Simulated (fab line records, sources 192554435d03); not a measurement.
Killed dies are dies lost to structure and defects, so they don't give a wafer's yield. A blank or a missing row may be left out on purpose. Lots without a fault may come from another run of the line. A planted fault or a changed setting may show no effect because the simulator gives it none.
A struck lot beside a sound one | flow n5_finfet | 19 steps out of a route of 1938
Sound: wafers L189.2, L189.4, L189.6. Struck: wafer L200.3. (L200.5 of the same lot was not struck and is left out.) The cause comes at the end.
At each step with rows: each side's tool, then ch and its chambers, then its first start. Under that, the readings that differ: sound wafers | struck wafers | difference of the means | sigmas: that difference in standard deviations of wafers without a fault.
alike: readings whose means differ by less than 2 such deviations, and words and numbers that are the same on both sides. not compared: withheld readings, readings that some wafer has no value for, bounds like >300 that may hide the same value, and numbers for which the record gives no deviation and whose values overlap.
The two part at a step that has a row with sigmas, a row that says differs or no value, or rows on one side only. Numbers that don't overlap but have no deviation are shown without sigmas and don't part them. A reading that every wafer of one side lacks parts them only if that side has two wafers or more.

first, 6 steps without rows for these wafers: N5_BEOL_M3_COAT_05 (resist thk 30 nm); N5_BEOL_M3_EBR_07; N5_BEOL_M3_SOFTBAKE_06 (time 60 s); N5_BEOL_M3_EXPOSE_08 (exposes mask M3); N5_BEOL_M3_PEB_09 (peb time 60 s); N5_BEOL_M3_DEVELOP_10 (develop time 30 s).
N5_BEOL_M3_CD_MEAS_11: target cd 17.05 nm.
  sound on cd_sem-03 ch 0, day 8 12:31; struck on cd_sem-02 ch 0, day 11 07:49
  alike: cd_nm
N5_BEOL_M3_OVL_MEAS_12:
  sound on overlay-01 ch 0, day 8 12:34; struck on overlay-01 ch 0, day 11 07:52
  alike: M3_OVL
N5_BEOL_M3_INSPECT_13: inspects for defects (brightfield).
  sound on defect_inspect-02, day 8 12:37; struck on defect_inspect-01, day 11 07:55
  alike: raw_defect_count
N5_BEOL_M3_DESCUM_16: chemistry O2, time 7 s.
  sound on rie_diel-03 ch 0,3, day 8 12:39; struck on rie_diel-02 ch 3, day 11 07:56
  reading          | sound             | struck | difference | sigmas
  bias_power_w (W) | 19.96 20.07 20.04 | 19.86  | -0.16      | -3
  alike: drypump_motor_current_A, oes_product_au, rf_vpp_V, showerhead_plenum_p_Torr, throttle_valve_pct
  not compared: rf_hours_counter_h
N5_BEOL_M3_ETCH_74: etches underlayer in N2/H2, target depth 6.5 nm, time 5.2 s.
  sound on rie_diel-03 ch 0,3, day 8 12:41; struck on rie_diel-02 ch 3, day 11 07:58
  reading               | sound          | struck | difference | sigmas
  etch_rf_on_time_s (s) | 5.31 5.24 5.33 | 5.05   | -0.24      | -2
  alike: drypump_motor_current_A, n2_flow_sccm, oes_product_au, rf_vpp_V, showerhead_plenum_p_Torr, throttle_valve_pct
  not compared: rf_hours_counter_h
N5_BEOL_M3_ETCH_63: etches SiARC in CF4, target depth 15.6 nm, time 26 s.
  sound on rie_diel-03 ch 0,3, day 8 12:42; struck on rie_diel-02 ch 3, day 11 07:59
  alike: drypump_motor_current_A, etch_rf_on_time_s, oes_product_au, rf_vpp_V, showerhead_plenum_p_Torr, throttle_valve_pct
  not compared: rf_hours_counter_h
N5_BEOL_M3_ETCH_64: etches SOC in N2/H2, target depth 75 nm, overetch 15 nm, time 112.5 s.
  sound on rie_diel-03 ch 0,3, day 8 12:43; struck on rie_diel-02 ch 3, day 11 08:01
  reading                                    | sound     | struck | difference | sigmas
  model.SiARC_of_BEOL_M3_COAT_62.thk_nm (nm) | 7.2 7 7.2 | 8      | +1         |
  model.BEOL_M3.cd_offset_nm (nm)            | -0.2 0 0  | -0.4   | -0.3       |
  alike: drypump_motor_current_A, n2_flow_sccm, oes_product_au, rf_vpp_V, showerhead_plenum_p_Torr, throttle_valve_pct
  not compared: rf_hours_counter_h
then, 2 steps without rows for these wafers: N5_BEOL_M3_STRIP_65 (strips in N2/H2); N5_BEOL_M3_STRIP_75 (strips in N2/H2).
N5_BEOL_M3_STRIP_66: strips in CF4.
  sound on rie_diel-03 ch 0,3, day 8 12:51; struck on rie_diel-02 ch 3, day 11 08:08
  alike: bias_power_w, drypump_motor_current_A, oes_product_au, rf_vpp_V, showerhead_plenum_p_Torr, throttle_valve_pct
  not compared: rf_hours_counter_h
N5_BEOL_M3_HM_OPEN_17: chemistry Cl2/BCl3, target TiN, target depth 20 nm, overetch 6 nm.
  sound on rie_metal-03 ch 0,1, day 8 12:53; struck on rie_metal-03 ch 1, day 11 08:13
  reading                         | sound         | struck | difference | sigmas
  model.BEOL_M3.cd_offset_nm (nm) | -0.2 0.2 -0.2 | -0.4   | -0.3       |
  alike: drypump_motor_current_A, oes_ar_750_au, oes_product_au, throttle_valve_pct
  not compared: rf_hours_counter_h
N5_BEOL_M3_STRIP_19: strips in O2.
  sound on rie_diel-02 ch 1,2,3, day 8 13:02; struck on rie_diel-04 ch 2, day 11 08:18
  reading                | sound          | struck | difference | sigmas
  oes_product_au (a.u.)  | 0.91 0.85 0.92 | 0.71   | -0.18      | -2
  throttle_valve_pct (%) | 16.5 16.2 16.0 | 17.1   | +0.9       | +2
  alike: drypump_motor_current_A, rf_vpp_V, showerhead_plenum_p_Torr
  not compared: rf_hours_counter_h
N5_BEOL_M4_RC_MEAS_101:
  sound on prober-01 ch 0, day 9 14:41; struck on prober-01 ch 0, day 12 02:09
  alike: DIBL_N, DIBL_P, IOFF_N, IOFF_P, ION_N, ION_P, SS_N, SS_P, VT_N, VT_P

WHERE THEY PART
First at N5_BEOL_M3_DESCUM_16; last, within this record, at N5_BEOL_M3_STRIP_19. Later steps at which nothing parts them and some readings are alike: N5_BEOL_M4_RC_MEAS_101.

WHY: what the simulator had put in
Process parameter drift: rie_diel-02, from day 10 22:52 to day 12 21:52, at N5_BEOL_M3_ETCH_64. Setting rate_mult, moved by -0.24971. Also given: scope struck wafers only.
